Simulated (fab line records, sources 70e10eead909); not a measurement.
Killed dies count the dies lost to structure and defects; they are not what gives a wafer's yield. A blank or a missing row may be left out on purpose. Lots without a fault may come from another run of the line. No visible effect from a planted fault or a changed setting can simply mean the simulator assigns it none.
fab line records :: flow nandHarc
record
  lots=5
  wafers=15
  lastDay=33
route steps=1302 shown P_GATE@170 END@1302
lots untouched by any fault: they come from a run of this same line in which no faults occurred
startH: hours from the record's opening day to when the first of the lot's shown wafers began :: waitH: hours elapsed since this lot's preceding step :: " unchanged from the row above :: L1.1+2: a single row standing in for several wafers :: - value missing, or start not given :: * or withheld: withheld :: < > ~ a bound
route shown NAME@n: a module of which the file shows steps, and the number in the route of the first :: usual: the fault-free wafers' mean and standard deviation :: same: alike in all rows :: chamber/n: place in a boat :: sites: per-site readings :: _std_site: how widely they spread, as a standard deviation :: _edge_site: mean of outer sites minus mean of inner sites :: radiusMm: how far each site lies from the wafer's centre :: mask NAME#n: copy n :: behind: the tool/chamber that last shaped the wafer :: hold: reason for holding the lot/hours on hold/outcome of the hold :: device: names the non-switching transistor (n, p or np) :: end of line: the same wafers' tests at the end of the route :: a step given without rows: its recipe and nothing more :: killed: the dies lost at the first sort to structure and to defects; this is not the yield of the wafer :: map: shows each die of a wafer: x if killed, . if not, _ if none is there
set.NAME: the setting that was run; set.NAME@STEP: the one run at that earlier step :: model.NAME: the simulator's own value behind a step, which no gauge read
certain route steps with their lots: each step a table, each wafer a row
services: the hour from which a tool's chamber was out of use, counted from the record's first day as startH (under 0 if before that day), plus the number of hours and why
## steps
# step NHARC_P_GATE_CD_MEAS_46
# recipe
  targetCdNm=720
  landingEnergyEv=500
# usual
  cdNm=719.4/1.5
# same
  landingEnergyEv=500
lot.wafer: L303.3
tool: cdSem-03
chamber: 0
startH: 167.52
waitH: -
cdNm: 718.4

lot.wafer: L303.4
tool: cdSem-03
chamber: 0
startH: 167.52
waitH: -
cdNm: 719.7

lot.wafer: L303.5
tool: cdSem-03
chamber: 0
startH: 167.52
waitH: -
cdNm: 718.3

lot.wafer: L310.1
tool: cdSem-01
chamber: 0
startH: 251.34
waitH: -
cdNm: 721.9

lot.wafer: L310.3
tool: cdSem-01
chamber: 0
startH: 251.34
waitH: -
cdNm: 720.7

lot.wafer: L310.6
tool: cdSem-01
chamber: 0
startH: 251.34
waitH: -
cdNm: 720.0

lot.wafer: L314.2
tool: cdSem-01
chamber: 0
startH: 275.01
waitH: -
cdNm: 719.5

lot.wafer: L314.5
tool: cdSem-01
chamber: 0
startH: 275.01
waitH: -
cdNm: 719.2

lot.wafer: L314.6
tool: cdSem-01
chamber: 0
startH: 275.01
waitH: -
cdNm: 721.3

lot.wafer: L315.3
tool: cdSem-01
chamber: 0
startH: 286.67
waitH: -
cdNm: 718.5

lot.wafer: L315.5
tool: cdSem-01
chamber: 0
startH: 286.67
waitH: -
cdNm: 717.8

lot.wafer: L315.6
tool: cdSem-01
chamber: 0
startH: 286.67
waitH: -
cdNm: 720.2

lot.wafer: L320.2
tool: cdSem-03
chamber: 0
startH: 339.49
waitH: -
cdNm: 717.4

lot.wafer: L320.3
tool: cdSem-03
chamber: 0
startH: 339.49
waitH: -
cdNm: 718.4

lot.wafer: L320.5
tool: cdSem-03
chamber: 0
startH: 339.49
waitH: -
cdNm: 718.2
# step NHARC_P_GATE_HARDBAKE_47
# recipe
  tempC=125
  timeS=80
# step NHARC_P_GATE_DESCUM_48
# recipe
  timeS=3
  o2FlowSccm=200
  arFlowSccm=0
  biasPowerW=0
  chemistry=O2
# usual
  drypumpMotorCurrentA=5.8/0.41
  mfcArSccm=0.010/0.012
  oesProductAu=1.000/0.0072
  rfVppV=57.9/0.89
  showerheadPlenumPTorr=1.95/0.095
  throttleValvePct=11.310/0.0083
lot.wafer: L303.4
tool: rieDiel-05
chamber: 2
startH: 167.68
waitH: -
drypumpMotorCurrentA: 5.6
mfcArSccm: 0.010
oesProductAu: 1.004
rfHoursCounterH: 6.8
rfVppV: 57.9
showerheadPlenumPTorr: 1.89
throttleValvePct: 11.313

lot.wafer: L303.3
tool: rieDiel-05
chamber: 3
startH: 167.68
waitH: -
drypumpMotorCurrentA: 6.0
mfcArSccm: 0
oesProductAu: 1.008
rfHoursCounterH: 5.4
rfVppV: 58.1
showerheadPlenumPTorr: 1.97
throttleValvePct: 11.298

lot.wafer: L303.5
tool: rieDiel-05
chamber: 2
startH: 167.68
waitH: -
drypumpMotorCurrentA: 5.6
mfcArSccm: 0.010
oesProductAu: 1.007
rfHoursCounterH: -
rfVppV: 55.6
showerheadPlenumPTorr: 1.89
throttleValvePct: 11.318

lot.wafer: L310.1
tool: rieDiel-05
chamber: 2
startH: 251.53
waitH: -
drypumpMotorCurrentA: 5.6
mfcArSccm: 0.010
oesProductAu: 0.995
rfHoursCounterH: 0.2
rfVppV: 57.9
showerheadPlenumPTorr: 1.88
throttleValvePct: 11.311

lot.wafer: L310.3
tool: rieDiel-05
chamber: 3
startH: 251.53
waitH: -
drypumpMotorCurrentA: 6.0
mfcArSccm: 0
oesProductAu: 1.009
rfHoursCounterH: 0.2
rfVppV: 57.7
showerheadPlenumPTorr: 1.97
throttleValvePct: 11.323

lot.wafer: L310.6
tool: rieDiel-05
chamber: 0
startH: 251.53
waitH: -
drypumpMotorCurrentA: 6.1
mfcArSccm: 0.002
oesProductAu: 1.003
rfHoursCounterH: -
rfVppV: 57.2
showerheadPlenumPTorr: 1.84
throttleValvePct: 11.302

lot.wafer: L314.2
tool: rieDiel-05
chamber: 2
startH: 275.20
waitH: -
drypumpMotorCurrentA: 5.6
mfcArSccm: 0.010
oesProductAu: 0.990
rfHoursCounterH: 1.0
rfVppV: 57.2
showerheadPlenumPTorr: 1.88
throttleValvePct: 11.307

lot.wafer: L314.5
tool: rieDiel-05
chamber: 3
startH: 275.20
waitH: -
drypumpMotorCurrentA: 6.0
mfcArSccm: 0
oesProductAu: 0.999
rfHoursCounterH: -
rfVppV: 56.7
showerheadPlenumPTorr: 1.97
throttleValvePct: 11.320

lot.wafer: L314.6
tool: rieDiel-05
chamber: 0
startH: 275.20
waitH: -
drypumpMotorCurrentA: 6.1
mfcArSccm: 0.002
oesProductAu: 1.004
rfHoursCounterH: -
rfVppV: 57.8
showerheadPlenumPTorr: 1.84
throttleValvePct: 11.308

lot.wafer: L315.3
tool: rieDiel-05
chamber: 1
startH: 286.83
waitH: -
drypumpMotorCurrentA: 6.5
mfcArSccm: 0.026
oesProductAu: 0.999
rfHoursCounterH: 2.2
rfVppV: 57.6
showerheadPlenumPTorr: 2.05
throttleValvePct: 11.318

lot.wafer: L315.5
tool: rieDiel-05
chamber: 0
startH: 286.83
waitH: -
drypumpMotorCurrentA: 6.1
mfcArSccm: 0.002
oesProductAu: 1.006
rfHoursCounterH: -
rfVppV: 57.2
showerheadPlenumPTorr: 1.84
throttleValvePct: 11.302

lot.wafer: L315.6
tool: rieDiel-05
chamber: 1
startH: 286.83
waitH: -
drypumpMotorCurrentA: 6.5
mfcArSccm: 0.026
oesProductAu: 1.007
rfHoursCounterH: -
rfVppV: 58.2
showerheadPlenumPTorr: 2.05
throttleValvePct: 11.317

lot.wafer: L320.3
tool: rieDiel-12
chamber: 2
startH: 339.68
waitH: -
drypumpMotorCurrentA: 5.8
mfcArSccm: 0.008
oesProductAu: 0.992
rfHoursCounterH: 4.8
rfVppV: 59.1
showerheadPlenumPTorr: 1.91
throttleValvePct: 11.323

lot.wafer: L320.2
tool: rieDiel-12
chamber: 3
startH: 339.68
waitH: -
drypumpMotorCurrentA: 5.7
mfcArSccm: 0
oesProductAu: 0.994
rfHoursCounterH: 5.2
rfVppV: 57.7
showerheadPlenumPTorr: 1.80
throttleValvePct: 11.299

lot.wafer: L320.5
tool: rieDiel-12
chamber: 1
startH: 339.68
waitH: -
drypumpMotorCurrentA: 5.5
mfcArSccm: 0
oesProductAu: 0.990
rfHoursCounterH: -
rfVppV: 57.5
showerheadPlenumPTorr: 2.06
throttleValvePct: 11.314
# step NHARC_P_GATE_IMPLANT_49
# recipe
  energyKev=30
  doseCm2=3e+15
  tiltDeg=7
# step NHARC_P_GATE_STRIP_111
# recipe
  powerW=1500
  tempC=110
  timeS=250
  chemistry=N2/H2
# usual
  drypumpMotorCurrentA=5.9/0.49
  heaterPowerW=104/11
lot.wafer: L303.3
tool: plasmaAsher-02
chamber: 0
startH: 168.15
waitH: 0.2
drypumpMotorCurrentA: 5.2
heaterPowerW: 88
rfHoursCounterH: -

lot.wafer: L303.4
tool: plasmaAsher-02
chamber: 1
startH: 168.15
waitH: 0.2
drypumpMotorCurrentA: 6.6
heaterPowerW: 109
rfHoursCounterH: -

lot.wafer: L303.5
tool: plasmaAsher-02
chamber: 0
startH: 168.15
waitH: 0.2
drypumpMotorCurrentA: 5.2
heaterPowerW: 86
rfHoursCounterH: -

lot.wafer: L310.1
tool: plasmaAsher-01
chamber: 0
startH: 251.87
waitH: 0.2
drypumpMotorCurrentA: 5.5
heaterPowerW: 101
rfHoursCounterH: 14

lot.wafer: L310.3
tool: plasmaAsher-01
chamber: 0
startH: 251.87
waitH: 0.2
drypumpMotorCurrentA: 5.5
heaterPowerW: 101
rfHoursCounterH: -

lot.wafer: L310.6
tool: plasmaAsher-01
chamber: 1
startH: 251.87
waitH: 0.2
drypumpMotorCurrentA: 6.2
heaterPowerW: 116
rfHoursCounterH: -

lot.wafer: L314.2
tool: plasmaAsher-02
chamber: 1
startH: 275.60
waitH: 0.2
drypumpMotorCurrentA: 6.6
heaterPowerW: 108
rfHoursCounterH: 3

lot.wafer: L314.6
tool: plasmaAsher-02
chamber: 0
startH: 275.60
waitH: 0.2
drypumpMotorCurrentA: 5.2
heaterPowerW: 80
rfHoursCounterH: -

lot.wafer: L314.5
tool: plasmaAsher-02
chamber: 1
startH: 275.60
waitH: 0.2
drypumpMotorCurrentA: 6.6
heaterPowerW: 107
rfHoursCounterH: -

lot.wafer: L315.3
tool: plasmaAsher-01
chamber: 1
startH: 287.34
waitH: 0.3
drypumpMotorCurrentA: 6.2
heaterPowerW: 117
rfHoursCounterH: -

lot.wafer: L315.5
tool: plasmaAsher-01
chamber: 0
startH: 287.34
waitH: 0.3
drypumpMotorCurrentA: 5.5
heaterPowerW: 101
rfHoursCounterH: -

lot.wafer: L315.6
tool: plasmaAsher-01
chamber: 1
startH: 287.34
waitH: 0.3
drypumpMotorCurrentA: 6.1
heaterPowerW: 115
rfHoursCounterH: -

lot.wafer: L320.2
tool: plasmaAsher-01
chamber: 1
startH: 340.02
waitH: 0.2
drypumpMotorCurrentA: 6.1
heaterPowerW: 113
rfHoursCounterH: 37

lot.wafer: L320.3
tool: plasmaAsher-01
chamber: 1
startH: 340.02
waitH: 0.2
drypumpMotorCurrentA: 6.1
heaterPowerW: 114
rfHoursCounterH: -

lot.wafer: L320.5
tool: plasmaAsher-01
chamber: 0
startH: 340.02
waitH: 0.2
drypumpMotorCurrentA: 5.5
heaterPowerW: 101
rfHoursCounterH: -
# step NHARC_P_GATE_STRIP_75
# recipe
  powerW=1500
  tempC=250
  chemistry=O2
# usual
  drypumpMotorCurrentA=5.9/0.49
  heaterPowerW=389/42
lot.wafer: L303.3
tool: plasmaAsher-02
chamber: 0
startH: 168.38
waitH: 0.2
drypumpMotorCurrentA: 5.2
heaterPowerW: 317
rfHoursCounterH: -

lot.wafer: L303.4
tool: plasmaAsher-02
chamber: 1
startH: 168.38
waitH: 0.2
drypumpMotorCurrentA: 6.6
heaterPowerW: 402
rfHoursCounterH: -

lot.wafer: L303.5
tool: plasmaAsher-02
chamber: 0
startH: 168.38
waitH: 0.2
drypumpMotorCurrentA: 5.2
heaterPowerW: 315
rfHoursCounterH: -

lot.wafer: L310.1
tool: plasmaAsher-01
chamber: 0
startH: 252.18
waitH: 0.3
drypumpMotorCurrentA: 5.5
heaterPowerW: 380
rfHoursCounterH: 14

lot.wafer: L310.3
tool: plasmaAsher-01
chamber: 0
startH: 252.18
waitH: 0.3
drypumpMotorCurrentA: 5.5
heaterPowerW: 373
rfHoursCounterH: -

lot.wafer: L310.6
tool: plasmaAsher-01
chamber: 1
startH: 252.18
waitH: 0.3
drypumpMotorCurrentA: 6.2
heaterPowerW: 431
rfHoursCounterH: -

lot.wafer: L314.2
tool: plasmaAsher-02
chamber: 1
startH: 275.86
waitH: 0.2
drypumpMotorCurrentA: 6.7
heaterPowerW: 405
rfHoursCounterH: 3

lot.wafer: L314.6
tool: plasmaAsher-02
chamber: 0
startH: 275.86
waitH: 0.2
drypumpMotorCurrentA: 5.2
heaterPowerW: 304
rfHoursCounterH: -

lot.wafer: L314.5
tool: plasmaAsher-02
chamber: 1
startH: 275.86
waitH: 0.2
drypumpMotorCurrentA: 6.7
heaterPowerW: 400
rfHoursCounterH: -

lot.wafer: L315.3
tool: plasmaAsher-01
chamber: 1
startH: 287.53
waitH: 0.1
drypumpMotorCurrentA: 6.2
heaterPowerW: 431
rfHoursCounterH: -

lot.wafer: L315.5
tool: plasmaAsher-01
chamber: 0
startH: 287.53
waitH: 0.1
drypumpMotorCurrentA: 5.5
heaterPowerW: 374
rfHoursCounterH: -

lot.wafer: L315.6
tool: plasmaAsher-01
chamber: 1
startH: 287.53
waitH: 0.1
drypumpMotorCurrentA: 6.1
heaterPowerW: 432
rfHoursCounterH: -

lot.wafer: L320.2
tool: plasmaAsher-01
chamber: 1
startH: 340.32
waitH: 0.2
drypumpMotorCurrentA: 6.1
heaterPowerW: 431
rfHoursCounterH: 37

lot.wafer: L320.3
tool: plasmaAsher-01
chamber: 1
startH: 340.32
waitH: 0.2
drypumpMotorCurrentA: 6.1
heaterPowerW: 428
rfHoursCounterH: -

lot.wafer: L320.5
tool: plasmaAsher-01
chamber: 0
startH: 340.32
waitH: 0.2
drypumpMotorCurrentA: 5.5
heaterPowerW: 376
rfHoursCounterH: -
# step NHARC_P_GATE_STRIP_50
# recipe
  timeS=900
  tempC=130
  chemistry=SPM
# step NHARC_P_GATE_DEHYDRATE_51
# recipe
  tempC=150
  timeS=120
# step NHARC_P_GATE_HMDS_52
# recipe
  timeS=30
# step NHARC_P_GATE_COAT_53
# recipe
  spinRpm=3000
# step NHARC_P_GATE_SOFTBAKE_54
# recipe
  tempC=122
  timeS=95
# step NHARC_P_GATE_EBR_55
# step NHARC_P_GATE_EXPOSE_56
# recipe
  na=0.6
  targetCdNm=720
  doseMj=14.81
  maskId=P_PSD
# usual
  focusOffsetNm=0.0/0.52
  reticleTempC=23.00/0.11
lot.wafer: L303.3
tool: krfScanner-04
chamber: 0
startH: 169.01
waitH: -
mask: P_PSD#0
focusOffsetNm: -0.7
reticleTempC: 23.02

lot.wafer: L303.4
tool: krfScanner-04
chamber: 0
startH: 169.01
waitH: -
mask: P_PSD#0
focusOffsetNm: -0.1
reticleTempC: 22.94

lot.wafer: L303.5
tool: krfScanner-04
chamber: 0
startH: 169.01
waitH: -
mask: P_PSD#0
focusOffsetNm: 0.6
reticleTempC: 22.92

lot.wafer: L310.1
tool: krfScanner-02
chamber: 0
startH: 252.94
waitH: -
mask: P_HVN#0
focusOffsetNm: 0.3
reticleTempC: 23.10

lot.wafer: L310.3
tool: krfScanner-02
chamber: 0
startH: 252.94
waitH: -
mask: P_HVN#0
focusOffsetNm: 0.0
reticleTempC: 23.22

lot.wafer: L310.6
tool: krfScanner-02
chamber: 0
startH: 252.94
waitH: -
mask: P_HVN#0
focusOffsetNm: -0.4
reticleTempC: 23.03

lot.wafer: L314.2
tool: krfScanner-04
chamber: 0
startH: 276.62
waitH: -
mask: P_PSD#0
focusOffsetNm: 0.2
reticleTempC: 23.06

lot.wafer: L314.5
tool: krfScanner-04
chamber: 0
startH: 276.62
waitH: -
mask: P_PSD#0
focusOffsetNm: -0.4
reticleTempC: 23.01

lot.wafer: L314.6
tool: krfScanner-04
chamber: 0
startH: 276.62
waitH: -
mask: P_PSD#0
focusOffsetNm: -0.5
reticleTempC: 23.01

lot.wafer: L315.3
tool: krfScanner-02
chamber: 0
startH: 288.28
waitH: -
mask: P_PSD#0
focusOffsetNm: 1.2
reticleTempC: 22.80

lot.wafer: L315.5
tool: krfScanner-02
chamber: 0
startH: 288.28
waitH: -
mask: P_PSD#0
focusOffsetNm: 0.7
reticleTempC: 22.83

lot.wafer: L315.6
tool: krfScanner-02
chamber: 0
startH: 288.28
waitH: -
mask: P_PSD#0
focusOffsetNm: 0.6
reticleTempC: 22.85

lot.wafer: L320.2
tool: krfScanner-02
chamber: 0
startH: 340.96
waitH: -
mask: P_PSD#0
focusOffsetNm: 0.4
reticleTempC: 22.96

lot.wafer: L320.3
tool: krfScanner-02
chamber: 0
startH: 340.96
waitH: -
mask: P_PSD#0
focusOffsetNm: 0.4
reticleTempC: 22.89

lot.wafer: L320.5
tool: krfScanner-02
chamber: 0
startH: 340.96
waitH: -
mask: P_PSD#0
focusOffsetNm: 0.4
reticleTempC: 23.05
# step NHARC_P_GATE_PEB_57
# recipe
  pebTempC=118
  pebTimeS=85
# step NHARC_P_GATE_DEVELOP_58
# recipe
  timeS=70
# step NHARC_P_GATE_CD_MEAS_59
# recipe
  targetCdNm=720
  landingEnergyEv=500
# usual
  cdNm=720.1/1.2
# same
  landingEnergyEv=500
lot.wafer: L303.3
tool: cdSem-03
chamber: 0
startH: 169.16
waitH: -
cdNm: 720.5

lot.wafer: L303.4
tool: cdSem-03
chamber: 0
startH: 169.16
waitH: -
cdNm: 719.5

lot.wafer: L303.5
tool: cdSem-03
chamber: 0
startH: 169.16
waitH: -
cdNm: 718.0

lot.wafer: L310.1
tool: cdSem-03
chamber: 0
startH: 253.10
waitH: -
cdNm: -

lot.wafer: L310.3
tool: cdSem-03
chamber: 0
startH: 253.10
waitH: -
cdNm: -

lot.wafer: L310.6
tool: cdSem-03
chamber: 0
startH: 253.10
waitH: -
cdNm: -

lot.wafer: L314.2
tool: cdSem-01
chamber: 0
startH: 276.77
waitH: -
cdNm: 720.9

lot.wafer: L314.5
tool: cdSem-01
chamber: 0
startH: 276.77
waitH: -
cdNm: 721.1

lot.wafer: L314.6
tool: cdSem-01
chamber: 0
startH: 276.77
waitH: -
cdNm: 721.0

lot.wafer: L315.3
tool: cdSem-03
chamber: 0
startH: 288.43
waitH: -
cdNm: 720.1

lot.wafer: L315.5
tool: cdSem-03
chamber: 0
startH: 288.43
waitH: -
cdNm: 721.4

lot.wafer: L315.6
tool: cdSem-03
chamber: 0
startH: 288.43
waitH: -
cdNm: 720.2

lot.wafer: L320.2
tool: cdSem-01
chamber: 0
startH: 341.12
waitH: -
cdNm: 720.6

lot.wafer: L320.3
tool: cdSem-01
chamber: 0
startH: 341.12
waitH: -
cdNm: 720.9

lot.wafer: L320.5
tool: cdSem-01
chamber: 0
startH: 341.12
waitH: -
cdNm: 721.0
# step NHARC_P_GATE_HARDBAKE_60
# recipe
  tempC=125
  timeS=80
# step NHARC_END_SORT_01
# recipe
  tempC=25
# usual
  killedAtArray=54/16
  killedAtOther=0.6/0.86
  killedAtPeriphery=3.8/2.6
  killedDies=58/16
  killedOpen=3.3/1.8
  killedShort=2.7/1.7
# same
  grossDies=677
lot.wafer: L310.1
tool: prober-02
chamber: 0
startH: 708.66
waitH: 2.5
killedAtArray: 52
killedAtOther: 0
killedAtPeriphery: 625
killedDies: 677
killedOpen: 3
killedShort: 1

lot.wafer: L310.3
tool: prober-02
chamber: 0
startH: 710.24
waitH: 3.1
killedAtArray: 53
killedAtOther: 1
killedAtPeriphery: 623
killedDies: 677
killedOpen: 5
killedShort: 3

lot.wafer: L310.6
tool: prober-02
chamber: 0
startH: 712.61
waitH: 4.0
killedAtArray: 56
killedAtOther: 0
killedAtPeriphery: 621
killedDies: 677
killedOpen: 6
killedShort: 2
# killed by level:class
L310.1 P_GATE:areaExpose=622 A_CHANNEL_HOLE_D1:chamberFilmFlake=39 A_CONTACT:chamberFilmFlake=4 A_STAIRCASE:chamberFilmFlake=2 P_M1:geometricParticle:open=1 A_SOURCE_PLATE:geometricParticle:open=1 A_CHANNEL_FILL_D1:geometricParticle:open=1 A_M1:geometricParticle:short=1
L310.3 P_GATE:areaExpose=619 A_CHANNEL_HOLE_D1:chamberFilmFlake=33 A_STAIRCASE:chamberFilmFlake=4 A_SLIT:chamberFilmFlake=3 A_CONTACT:geometricParticle:open=2 P_GATE:chamberFilmFlake=2 A_CHANNEL_FILL_D1:chamberFilmFlake=2 A_CONTACT:chamberFilmFlake=2
L310.6 P_GATE:areaExpose=618 A_CHANNEL_HOLE_D1:chamberFilmFlake=35 A_SLIT:chamberFilmFlake=5 A_CHANNEL_FILL_D2:chamberFilmFlake=3 A_BLC:geometricParticle:open=2 A_STAIRCASE:chamberFilmFlake=2 A_CONTACT:chamberFilmFlake=2 P_GATE:geometricParticle:open=1
# map L310.1 (x killed, . not)
____________x____________
_________xxxxxxx_________
_______xxxxxxxxxxx_______
______xxxxxxxxxxxxx______
_____xxxxxxxxxxxxxxx_____
____xxxxxxxxxxxxxxxxx____
____xxxxxxxxxxxxxxxxx____
___xxxxxxxxxxxxxxxxxxx___
___xxxxxxxxxxxxxxxxxxx___
__xxxxxxxxxxxxxxxxxxxxx__
__xxxxxxxxxxxxxxxxxxxxx__
_xxxxxxxxxxxxxxxxxxxxxxx_
_xxxxxxxxxxxxxxxxxxxxxxx_
_xxxxxxxxxxxxxxxxxxxxxxx_
_xxxxxxxxxxxxxxxxxxxxxxx_
_xxxxxxxxxxxxxxxxxxxxxxx_
xxxxxxxxxxxxxxxxxxxxxxxxx
xxxxxxxxxxxxxxxxxxxxxxxxx
xxxxxxxxxxxxxxxxxxxxxxxxx
xxxxxxxxxxxxxxxxxxxxxxxxx
xxxxxxxxxxxxxxxxxxxxxxxxx
_xxxxxxxxxxxxxxxxxxxxxxx_
_xxxxxxxxxxxxxxxxxxxxxxx_
_xxxxxxxxxxxxxxxxxxxxxxx_
_xxxxxxxxxxxxxxxxxxxxxxx_
_xxxxxxxxxxxxxxxxxxxxxxx_
__xxxxxxxxxxxxxxxxxxxxx__
__xxxxxxxxxxxxxxxxxxxxx__
___xxxxxxxxxxxxxxxxxxx___
___xxxxxxxxxxxxxxxxxxx___
____xxxxxxxxxxxxxxxxx____
____xxxxxxxxxxxxxxxxx____
_____xxxxxxxxxxxxxxx_____
______xxxxxxxxxxxxx______
_______xxxxxxxxxxx_______
_________xxxxxxx_________
____________x____________
# map L315.6 (x killed, . not)
____________.____________
_________......x_________
_______....x......_______
______..x..........______
_____..............._____
____...........xx....____
____.................____
___...................___
___.....x.........x...___
__.....................__
__.....................__
_......................._
_.xx..............x....._
_...................x..._
_..x...............x...._
_.....................x._
.........................
.........................
........x....x...........
.........................
.........................
_......................._
_..x...................._
_..............x........_
_x..............x......._
_........x.....x........_
__..........x......x...__
__..x.........x...x....__
___.x...x....x.x.xx.x.___
___.....x.xx....x.xxx.___
____...x...xx....xxxx____
____....x....x....xxx____
_____x.x........xxxx_____
______xx.x......xxx______
_______.x........x_______
_________.x....x_________
____________.____________
## services
tool: krfScanner-02
chamber: -
startH: 144.89
hours: 5.8
kind: repair

tool: rieDiel-05
chamber: 0
startH: 159.65
hours: -
kind: clean

tool: rieDiel-05
chamber: 1
startH: 159.65
hours: -
kind: clean

tool: rieDiel-12
chamber: 3
startH: 161.48
hours: 14.6
kind: repair

tool: plasmaAsher-02
chamber: -
startH: 164.84
hours: 1.0
kind: repair

tool: plasmaAsher-01
chamber: -
startH: 166.38
hours: 9.0
kind: pm

tool: plasmaAsher-01
chamber: 0
startH: 166.38
hours: 9.0
kind: ventCycle

tool: plasmaAsher-01
chamber: 1
startH: 166.38
hours: 9.0
kind: ventCycle

tool: krfScanner-04
chamber: -
startH: 169.28
hours: 23.8
kind: repair

tool: plasmaAsher-01
chamber: 0
startH: 175.38
hours: -
kind: clean

tool: plasmaAsher-01
chamber: 1
startH: 175.38
hours: -
kind: clean

tool: krfScanner-02
chamber: -
startH: 190.80
hours: 0.8
kind: repair

tool: rieDiel-05
chamber: -
startH: 229.60
hours: 9.0
kind: pm

tool: rieDiel-12
chamber: 0
startH: 240.26
hours: 1.3
kind: repair

tool: rieDiel-12
chamber: 2
startH: 246.86
hours: 3.9
kind: repair

tool: plasmaAsher-02
chamber: -
startH: 251.53
hours: 9.0
kind: pm

tool: krfScanner-02
chamber: -
startH: 266.00
hours: 4.0
kind: pm

tool: rieDiel-12
chamber: -
startH: 268.40
hours: 9.0
kind: pm

tool: rieDiel-12
chamber: 0
startH: 285.37
hours: 20.3
kind: repair

tool: plasmaAsher-02
chamber: -
startH: 315.07
hours: 0.5
kind: repair

tool: rieDiel-05
chamber: 1
startH: 320.73
hours: 5.1
kind: repair

tool: rieDiel-05
chamber: 2
startH: 322.31
hours: 4.4
kind: repair

tool: rieDiel-12
chamber: -
startH: 327.05
hours: 0.3
kind: repair

tool: rieDiel-12
chamber: -
startH: 335.17
hours: 0.2
kind: repair
## key
firstSign
  step=NHARC_P_GATE_EXPOSE_56
  reading=mask
  direction=changed
effect
  step=NHARC_P_GATE_CD_MEAS_59
  reading=cdNm
  direction=missing
effect
  step=NHARC_END_SORT_01
  reading=killedAtPeriphery
  direction=up
  sigmas=99+
  usual=3.8
  struck=623
moreKillsBornAt
  NHARC_P_GATE_EXPOSE_56@krfScanner-02=1859
metAt NHARC_P_GATE_EXPOSE_56
struckWafers L310.1,L310.3,L310.6
laterRowsLeftOut L310.1,L310.3,L310.6
testerLeftOut L310
fault
  kind=wrongMask
  tool=any
  chamber=-
  onsetH=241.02
  steps=NHARC_P_GATE_EXPOSE_56
  auxCopy=P_HVN#0
  scope=struckLotsOnly
# testerLeftOut: of these lots the tester's yield and bins aren't shown, on N5 and GAA mostly nor the transistor test; their killed dies are dies lost to structure and defects alone, not to doping, threshold or leakage, so they don't give the yield
# laterRowsLeftOut: the simulator's readings of these wafers behind a module that went badly wrong aren't trusted and aren't shown, but for the sort
